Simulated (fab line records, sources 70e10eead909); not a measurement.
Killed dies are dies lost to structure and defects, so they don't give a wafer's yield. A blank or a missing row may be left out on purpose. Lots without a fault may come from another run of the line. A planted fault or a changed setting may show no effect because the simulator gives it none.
Which tool did it? | flow nand_harc | 12 lots, 36 wafers sampled, at 5 steps of a route of 1302

WHAT THE GAUGES READ, wafer by wafer
NHARC_END_SORT_01.
lot  | measured     | on        | killed_at_array | killed_at_other | killed_at_periphery | killed_dies | killed_open | killed_short
L441 | day 32 13:10 | prober-01 | 674 674 672     | 0 0 0           | 3 3 5               | 677 677 677 | 6 2 1       | 2 5 2
L443 | day 33 04:50 | prober-01 | 671 674 672     | 2 1 0           | 4 2 5               | 677 677 677 | 5 3 2       | 3 3 1

WHICH TOOL RAN EACH LOT (tool, then ch and the chambers of the sampled wafers, then the start)
lot  | NHARC_A_STAIRCASE_DESCUM_219       | NHARC_A_STAIRCASE_ETCH_221         | NHARC_A_STAIRCASE_ETCH_227                  | NHARC_A_STAIRCASE_TRIM_231
L426 | rie_diel-04 ch 0,1,2, day 16 12:45 | rie_diel-04 ch 0,3, day 16 12:58   | rie_diel-04 ch 0,1,3, no start              | rie_diel-01 ch 2,3, no start
L428 | rie_diel-01 ch 1,2, day 17 14:52   | rie_diel-01 ch 0,3, day 17 15:06   | rie_diel-01 ch 0,2,3, no start              | rie_diel-01 ch 0,1,3, no start
L429 | rie_diel-07 ch 0,1,3, day 18 14:23 | rie_diel-07 ch 0,1,3, day 18 14:37 | rie_diel-07 ch 0,1, no start                | rie_diel-04 ch 2,3, no start
L430 | rie_diel-01 ch 0,3, day 18 15:17   | rie_diel-01 ch 0,1,3, day 18 15:46 | rie_diel-01 ch 1,2, no start                | rie_diel-07 ch 2,3, no start
L431 | rie_diel-04 ch 0,1,2, day 19 13:47 | rie_diel-04 ch 0,1, day 19 14:03   | rie_diel-04 ch 0,1, no start                | rie_diel-04 ch 0,1,3, no start
L432 | rie_diel-04 ch 0,2,3, day 19 14:13 | rie_diel-04 ch 0,2,3, day 19 14:34 | rie_diel-04 ch 0,2,3, no start              | rie_diel-04 ch 0,2,3, no start
L436 | rie_diel-07 ch 2,3, day 20 13:26   | rie_diel-07 ch 1,3, day 20 13:44   | rie_diel-07 ch 0,2,3, no start              | rie_diel-07 ch 0,1,3, no start
L435 | rie_diel-04 ch 1,2,3, day 20 14:04 | rie_diel-04 ch 0,1,3, day 20 14:21 | rie_diel-04 ch 0,3, no start                | rie_diel-01 ch 0,1,2, no start
L434 | rie_diel-04 ch 0,2,3, day 20 18:39 | rie_diel-04 ch 0,2,3, day 20 18:54 | rie_diel-04 ch 0,2, no start                | rie_diel-04 ch 0,3, no start
L441 | rie_diel-04 ch 1,3, day 23 22:36   | rie_diel-04 ch 1,2, day 23 22:54   | rie_diel-04 ch 2,3, day 32 13:10 or earlier | rie_diel-04 ch 1,3, day 32 13:10 or earlier
L443 | rie_diel-04 ch 1,2, day 24 07:59   | rie_diel-04 ch 1,2,3, day 24 08:16 | rie_diel-04 ch 1,3, day 33 04:50 or earlier | rie_diel-07 ch 2,3, day 33 04:50 or earlier
L447 | rie_diel-07 ch 0,2,3, day 25 12:06 | rie_diel-07 ch 0,2,3, day 25 12:20 | rie_diel-07 ch 0,1,3, no start              | rie_diel-04 ch 0,1, no start
- NHARC_A_STAIRCASE_DESCUM_219: chemistry O2, time 3 s.
- NHARC_A_STAIRCASE_ETCH_221: etches the open film in C4F8/O2, target depth 100 nm, time 40.5 s.
- NHARC_A_STAIRCASE_ETCH_227: etches the open film in C4F8/O2, target depth 100 nm, time 40.5 s.
- NHARC_A_STAIRCASE_TRIM_231: chemistry O2, time 211.2 s.

WHAT THE TOOLS THEMSELVES READ (means of the sampled wafers that have a number; where no wafer has one, the mark that the record gives instead)
NHARC_A_STAIRCASE_DESCUM_219.
lot  | tool        | drypump_motor_current_A (A) | oes_product_au (a.u.) | rf_vpp_V (V) | showerhead_plenum_p_Torr (Torr) | throttle_valve_pct (%)
L426 | rie_diel-04 | 5.7                         | 1.000                 | 57.9         | 2.00                            | 11.316
L428 | rie_diel-01 | 6.0                         | 1.004                 | 58.4         | 1.83                            | 11.314
L429 | rie_diel-07 | 5.5                         | 0.993                 | 58.1         | 2.02                            | 11.308
L430 | rie_diel-01 | 5.9                         | 1.007                 | 56.9         | 1.87                            | 11.309
L431 | rie_diel-04 | 5.6                         | 0.999                 | 58.4         | 1.99                            | 11.310
L432 | rie_diel-04 | 5.7                         | 0.998                 | 58.5         | 1.97                            | 11.303
L436 | rie_diel-07 | 5.2                         | 0.999                 | 56.9         | 1.90                            | 11.317
L435 | rie_diel-04 | 5.6                         | 0.994                 | 58.0         | 1.96                            | 11.309
L434 | rie_diel-04 | 5.7                         | 1.003                 | 57.8         | 1.97                            | 11.308
L441 | rie_diel-04 | 5.5                         | 0.998                 | 57.5         | 1.98                            | 11.316
L443 | rie_diel-04 | 5.6                         | 0.989                 | 57.5         | 1.95                            | 11.310
L447 | rie_diel-07 | 5.3                         | 0.993                 | 57.8         | 1.93                            | 11.299

NHARC_A_STAIRCASE_ETCH_221.
lot  | tool        | oes_product_au (a.u.) | rf_fwd_power_W (W) | rf_vpp_V (V)
L426 | rie_diel-04 | 0.957                 | 591.7              | 900
L428 | rie_diel-01 | 0.959                 | 591.5              | 895
L429 | rie_diel-07 | 0.943                 | 590.4              | 903
L430 | rie_diel-01 | 0.947                 | 593.7              | 891
L431 | rie_diel-04 | 0.941                 | 596.9              | 903
L432 | rie_diel-04 | 0.924                 | 595.3              | 900
L436 | rie_diel-07 | 0.934                 | 590.9              | 903
L435 | rie_diel-04 | 0.925                 | 592.6              | 901
L434 | rie_diel-04 | 0.952                 | 593.7              | 901
L441 | rie_diel-04 | 1.156                 | 833.1              | 900
L443 | rie_diel-04 | 1.168                 | 834.6              | 899
L447 | rie_diel-07 | 0.947                 | 591.5              | 898

NHARC_A_STAIRCASE_ETCH_227.
lot  | tool        | oes_product_au (a.u.) | rf_fwd_power_W (W) | rf_vpp_V (V)
L426 | rie_diel-04 | 0.944                 | 592.1              | 902
L428 | rie_diel-01 | 0.949                 | 591.6              | 895
L429 | rie_diel-07 | 0.950                 | 592.3              | 902
L430 | rie_diel-01 | 0.936                 | 593.6              | 890
L431 | rie_diel-04 | 0.937                 | 594.2              | 902
L432 | rie_diel-04 | 0.935                 | 592.9              | 899
L436 | rie_diel-07 | 0.934                 | 589.8              | 898
L435 | rie_diel-04 | 0.945                 | 591.1              | 899
L434 | rie_diel-04 | 0.945                 | 596.5              | 901
L441 | rie_diel-04 | 0.932                 | 592.6              | 896
L443 | rie_diel-04 | 0.921                 | 591.8              | 900
L447 | rie_diel-07 | 0.936                 | 592.2              | 903

NHARC_A_STAIRCASE_TRIM_231.
lot  | tool        | drypump_motor_current_A (A) | oes_product_au (a.u.) | rf_vpp_V (V) | showerhead_plenum_p_Torr (Torr) | throttle_valve_pct (%)
L426 | rie_diel-01 | 5.9                         | 1.004                 | 58.0         | 3.54                            | 17.041
L428 | rie_diel-01 | 6.1                         | 1.009                 | 57.5         | 3.42                            | 17.027
L429 | rie_diel-04 | 5.6                         | 1.000                 | 58.1         | 3.58                            | 17.031
L430 | rie_diel-07 | 5.2                         | 0.993                 | 57.2         | 3.52                            | 17.041
L431 | rie_diel-04 | 5.7                         | 0.996                 | 58.6         | 3.67                            | 17.038
L432 | rie_diel-04 | 5.7                         | 0.996                 | 57.3         | 3.63                            | 17.033
L436 | rie_diel-07 | 5.5                         | 0.997                 | 58.8         | 3.70                            | 17.029
L435 | rie_diel-01 | 5.9                         | 1.007                 | 57.8         | 3.40                            | 17.032
L434 | rie_diel-04 | 5.7                         | 0.993                 | 57.8         | 3.62                            | 17.032
L441 | rie_diel-04 | 5.5                         | 0.995                 | 58.0         | 3.64                            | 17.034
L443 | rie_diel-07 | 5.3                         | 0.994                 | 57.1         | 3.50                            | 17.039
L447 | rie_diel-04 | 5.6                         | 0.982                 | 57.7         | 3.68                            | 17.035

THE ANSWER, worked out from the rows above alone
Rule: what is usual is taken from the lots themselves. Put in order of their means at a reading, lots are off if they are a third of the lots or fewer, leave a main group of 4 or more, and stand apart from it by a gap of 3 or more times the standard deviation of the main group's means; of several such gaps the widest counts. A main group whose means are all the same, to the digits that the tables above print for the reading, isn't used. A lot without any number at a reading at which 4 lots or more have one is off too. The other lots that the step has rows for count as sound. The gauges are gone through in route order, then the tools' own readings, and for those a lot's mean is taken as printed above. The first step at which some lot is off is used, and at that step the reading that is off furthest; a lot without a number counts as furthest.
Off: L441, L443, at NHARC_A_STAIRCASE_ETCH_221 (rf_fwd_power_W). The main group: mean 592.8 W, standard deviation 2.
A tool fits if, at that step or a process step before it, it ran every lot that is off, and no sound lot after the first of them. One fits: rie_diel-04 at NHARC_A_STAIRCASE_DESCUM_219 and NHARC_A_STAIRCASE_ETCH_221. At NHARC_A_STAIRCASE_DESCUM_219 its last sound lot is L434 (day 20 18:39), its first lot that is off L441 (day 23 22:36): a fault that began between those two fits.

WHAT THE SIMULATOR HAD PUT IN
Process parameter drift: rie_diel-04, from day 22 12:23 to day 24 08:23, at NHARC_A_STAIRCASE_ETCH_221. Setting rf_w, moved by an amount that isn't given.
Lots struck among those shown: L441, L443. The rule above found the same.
